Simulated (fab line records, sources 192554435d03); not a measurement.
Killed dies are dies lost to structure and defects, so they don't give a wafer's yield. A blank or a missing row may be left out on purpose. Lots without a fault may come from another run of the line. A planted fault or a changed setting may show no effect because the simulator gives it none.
Chamber matching | flow n5_finfet | N5_BEOL_M10_PECVD_70 on pecvd-04: 3 sister chambers
The step deposits SiO2 from TEOS/O2, target thk 20 nm, time 22.7 s. 33 wafers are shown with their chamber, then 12 later ones without.

WAFERS WITH THEIR CHAMBER
wafer  | chamber | throttle_valve_pct (%) | heater_power_w (W) | showerhead_plenum_p_Torr (Torr)
L074.1 | 1       | 21.5                   | 769                | 8.70
L074.2 | 0       | 21.4                   | 697                | 8.75
L074.5 | 1       | 21.3                   | 727                | 8.71
L074.3 | 0       | 21.1                   | 715                | 8.74
L074.4 | 1       | 21.2                   | 726                | 8.68
L074.6 | 0       | 21.4                   | 695                | 8.75
L075.3 | 0       | 21.1                   | 586                | 8.77
L075.4 | 2       | 20.1                   | 792                | 8.78
L075.5 | 0       | 21.4                   | 583                | 8.72
L077.3 | 1       | 21.6                   | 730                | 8.70
L077.4 | 1       | 21.7                   | 718                | 8.71
L077.5 | 2       | 20.0                   | 837                | 8.78
L079.1 | 0       | 21.4                   | 652                | 8.75
L079.2 | 1       | 21.6                   | 732                | 8.65
L079.3 | 2       | 19.9                   | 799                | 8.76
L079.4 | 0       | 21.6                   | 680                | 8.75
L079.5 | 2       | 20.2                   | 787                | 8.78
L079.6 | 1       | 21.4                   | 734                | 8.71
L080.2 | 0       | 21.4                   | 596                | 8.74
L080.3 | 2       | 20.1                   | 801                | 8.76
L080.4 | 0       | 21.7                   | 597                | 8.72
L083.1 | 1       | 21.4                   | 744                | 8.70
L083.2 | 0       | 21.3                   | 635                | 8.72
L083.3 | 2       | 20.3                   | 821                | 8.73
L083.4 | 1       | 21.4                   | 741                | 8.68
L083.5 | 0       | 21.5                   | 633                | 8.73
L083.6 | 2       | 20.2                   | 809                | 8.77
L084.3 | 1       | 21.4                   | 641                | 8.69
L084.5 | 0       | 21.2                   | 688                | 8.75
L084.6 | 2       | 19.9                   | 769                | 8.77
L089.2 | 1       | 21.5                   | 704                | 8.69
L089.5 | 1       | 21.4                   | 696                | 8.69
L089.6 | 0       | 21.5                   | 641                | 8.75

SIGNATURES (means of the wafers above)
reading                  | chamber 0 | chamber 1 | chamber 2 | scatter within a chamber
throttle_valve_pct       | 21.385    | 21.450    | 20.087    | 0.157
heater_power_w           | 646.00    | 721.83    | 801.88    | 36.3
showerhead_plenum_p_Torr | 8.7415    | 8.6925    | 8.7662    | 0.0163
Rule: a wafer's distance from a chamber is the root of the sum, over the readings, of the square of ((its reading less the chamber's mean) divided by the reading's scatter). The wafer belongs to the nearest chamber; if the next one is less than 2 further off, it can't be placed. The scatter: the root of (the sum of the squares of (reading less its chamber's mean) over the shown wafers, divided by (wafers less chambers)).

WAFERS WITHOUT THEIR CHAMBER
wafer  | throttle_valve_pct (%) | heater_power_w (W) | showerhead_plenum_p_Torr (Torr)
L091.1 | 21.3                   | 679                | 8.73
L091.3 | 21.5                   | 614                | 8.69
L091.6 | 21.4                   | 663                | 8.74
L095.4 | 20.4                   | 857                | 8.77
L095.5 | 21.4                   | 660                | 8.67
L095.6 | 21.5                   | 607                | 8.74
L093.1 | 21.3                   | 560                | 8.74
L093.4 | 21.3                   | 583                | 8.74
L093.5 | 20.4                   | 772                | 8.77
L097.2 | 21.3                   | 600                | 8.75
L097.4 | 21.5                   | 740                | 8.68
L097.5 | 20.5                   | 729                | 8.76

WHICH CHAMBER EACH WENT THROUGH
wafer  | from the rows above     | in truth
L091.1 | can't be placed: 0 or 1 | 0
L091.3 | can't be placed: 1 or 0 | 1
L091.6 | 0                       | 0
L095.4 | 2                       | 2
L095.5 | 1                       | 1
L095.6 | 0                       | 0
L093.1 | 0                       | 0
L093.4 | 0                       | 0
L093.5 | 2                       | 2
L097.2 | 0                       | 0
L097.4 | 1                       | 1
L097.5 | 2                       | 2
Placed correctly: 10 of 12. Can't be placed from these rows: 2 (the true chamber is among the candidates in 2). Placed wrongly: 0.
